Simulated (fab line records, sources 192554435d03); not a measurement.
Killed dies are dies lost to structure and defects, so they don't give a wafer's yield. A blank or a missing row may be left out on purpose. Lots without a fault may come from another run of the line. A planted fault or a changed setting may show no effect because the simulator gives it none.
Split-lot experiment | flow n5_finfet | 7 lots, 39 wafers read, on a route of 1938 steps

THE SPLIT
At N5_FIN_SAQP_PECVD_06 (deposits a-Si from SiH4/He, target thk 60 nm, time 48.1 s), the setting time_s was moved away from the recipe's 48.1 s on 9 of the 39 wafers read, by -30.4% to +50.9%. The other wafers ran this setting at the recipe's value.

FROM THE SPLIT TO THE READING: what the file shows between them, 5 steps
- N5_FIN_SAQP_THK_MEAS_07
- N5_FIN_SAQP_HM_DEP_72: deposits SiO2 from SiH4/N2O, target thk 12 nm, time 7.2 s
- N5_FIN_SAQP_COAT_49: time 60 s, resist thk 100 nm
- N5_FIN_SAQP_HM_OPEN_73: chemistry CHF3/O2, target SiO2, stops on a-Si, target depth 12 nm, time 16.8 s
- N5_FIN_SAQP_STRIP_74: strips in CHF3/O2

THE READING
oes_product_au, in a.u., at N5_FIN_SAQP_MANDREL_ETCH_22 (etches a-Si in HBr/Cl2, stops on SiNx, target depth 60 nm, bt time 10 s, time 30 s). Fault-free wafers of this fab line usually give 0.767 a.u., standard deviation 0.012 a.u..

wafer  | tool, chamber at the split | time_s as run, s | against the recipe | oes_product_au, a.u. | against lot-mates on the recipe
L075.1 | pecvd-02, 0                | 48.1             | recipe             | 0.774                | -
L075.2 | pecvd-02, 2                | 48.1             | recipe             | 0.779                | -
L075.3 | pecvd-02, 1                | 48.1             | recipe             | 0.781                | -
L075.4 | pecvd-02, 2                | 48.1             | recipe             | 0.777                | -
L075.5 | pecvd-02, 1                | 48.1             | recipe             | 0.770                | -
L075.6 | pecvd-02, 0                | 48.1             | recipe             | 0.760                | -
L077.1 | pecvd-01, 1                | 48.1             | recipe             | 0.755                | -
L077.2 | pecvd-01, 0                | 48.1             | recipe             | 0.743                | -
L077.3 | pecvd-01, 1                | 48.1             | recipe             | 0.749                | -
L077.4 | pecvd-01, 0                | 48.1             | recipe             | 0.733                | -
L077.5 | pecvd-01, 1                | 48.1             | recipe             | 0.755                | -
L077.6 | pecvd-01, 0                | 48.1             | recipe             | 0.747                | -
L078.1 | pecvd-01, 1                | 72.57            | +50.9%             | 0.950                | +0.199
L078.2 | pecvd-01, 0                | 48.1             | recipe             | 0.748                | -
L078.3 | pecvd-01, 0                | 72.57            | +50.9%             | 0.967                | +0.216
L078.4 | pecvd-01, 1                | 48.1             | recipe             | 0.755                | -
L078.5 | pecvd-01, 0                | 48.1             | recipe             | 0.751                | -
L078.6 | pecvd-01, 1                | 72.57            | +50.9%             | 0.961                | +0.210
L081.1 | pecvd-02, 2                | 48.1             | recipe             | 0.782                | -
L081.2 | pecvd-02, 0                | 33.47            | -30.4%             | 0.627                | -0.151
L081.3 | pecvd-02, 1                | 33.47            | -30.4%             | 0.617                | -0.161
L081.4 | pecvd-02, 2                | 33.47            | -30.4%             | 0.641                | -0.137
L081.5 | pecvd-02, 1                | 48.1             | recipe             | 0.778                | -
L081.6 | pecvd-02, 0                | 48.1             | recipe             | 0.775                | -
L093.1 | pecvd-02, 0                | 67.38            | +40.1%             | 0.949                | +0.184
L093.2 | pecvd-02, 2                | 48.1             | recipe             | 0.764                | -
L093.3 | pecvd-02, 1                | 48.1             | recipe             | 0.772                | -
L093.4 | pecvd-02, 1                | 48.1             | recipe             | 0.759                | -
L093.5 | pecvd-02, 2                | 67.38            | +40.1%             | 0.967                | +0.202
L093.6 | pecvd-02, 0                | 67.38            | +40.1%             | 0.953                | +0.188
L094.2 | pecvd-02, 0                | 48.1             | recipe             | 0.759                | -
L094.3 | pecvd-02, 2                | 48.1             | recipe             | 0.781                | -
L094.6 | pecvd-02, 2                | 48.1             | recipe             | 0.773                | -
L097.1 | pecvd-03, 0                | 48.1             | recipe             | 0.770                | -
L097.2 | pecvd-03, 2                | 48.1             | recipe             | 0.751                | -
L097.3 | pecvd-03, 1                | 48.1             | recipe             | 0.760                | -
L097.4 | pecvd-03, 0                | 48.1             | recipe             | 0.782                | -
L097.5 | pecvd-03, 1                | 48.1             | recipe             | 0.779                | -
L097.6 | pecvd-03, 2                | 48.1             | recipe             | 0.768                | -

THE FIT
A straight line over all 39 wafers: oes_product_au changes by +0.00425 a.u. for each +1% of time_s; r = +0.98; the points scatter about the line by 0.015 a.u..
The same after taking each lot's own level away (the mean of its wafers on the recipe; 39 wafers): +0.00448 a.u. for each +1%; r = +0.99; scatter 0.011 a.u..
On that fit, the largest move of time_s shifts the reading by 0.23 a.u..
The lots' own levels span 0.7470 to 0.7783 a.u., that is 2.6 times the standard deviation above.
So the lot-to-lot level changes the slope little: the two slopes agree.
Check: with one of the wafers moved furthest among these (+50.9%) left out of the fit, the line predicts +0.232 a.u. for it against its lot-mates. It came out at +0.199 a.u. against them.

THE WHOLE CHAIN: every reading that the file lists as answering this split, in the file's order
step                        | what it does                                                                       | reading                                                                           | change (the file's fit)                   | r (the file's)
N5_FIN_SAQP_PECVD_06        | deposits a-Si from SiH4/He, target thk 60 nm, time 48.1 s                          | a-Si_of_FIN_SAQP_PECVD_06.thk_nm (the simulator's own value, which no gauge read) | +0.614 nm for each +1% of the setting     | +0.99
N5_FIN_SAQP_THK_MEAS_07     |                                                                                    | thk_nm                                                                            | withheld for each +1% of the setting      | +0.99
N5_FIN_SAQP_MANDREL_ETCH_22 | etches a-Si in HBr/Cl2, stops on SiNx, target depth 60 nm, bt time 10 s, time 30 s | oes_product_au                                                                    | +0.00445 a.u. for each +1% of the setting | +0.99
N5_FIN_SAQP_MANDREL_ETCH_22 | etches a-Si in HBr/Cl2, stops on SiNx, target depth 60 nm, bt time 10 s, time 30 s | etch.depth_nm (the simulator's own value, which no gauge read)                    | +0.583 nm for each +1% of the setting     | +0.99

THE FILE'S OWN FIT
oes_product_au changes by +0.00445 a.u. for each +1% of time_s, r = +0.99.
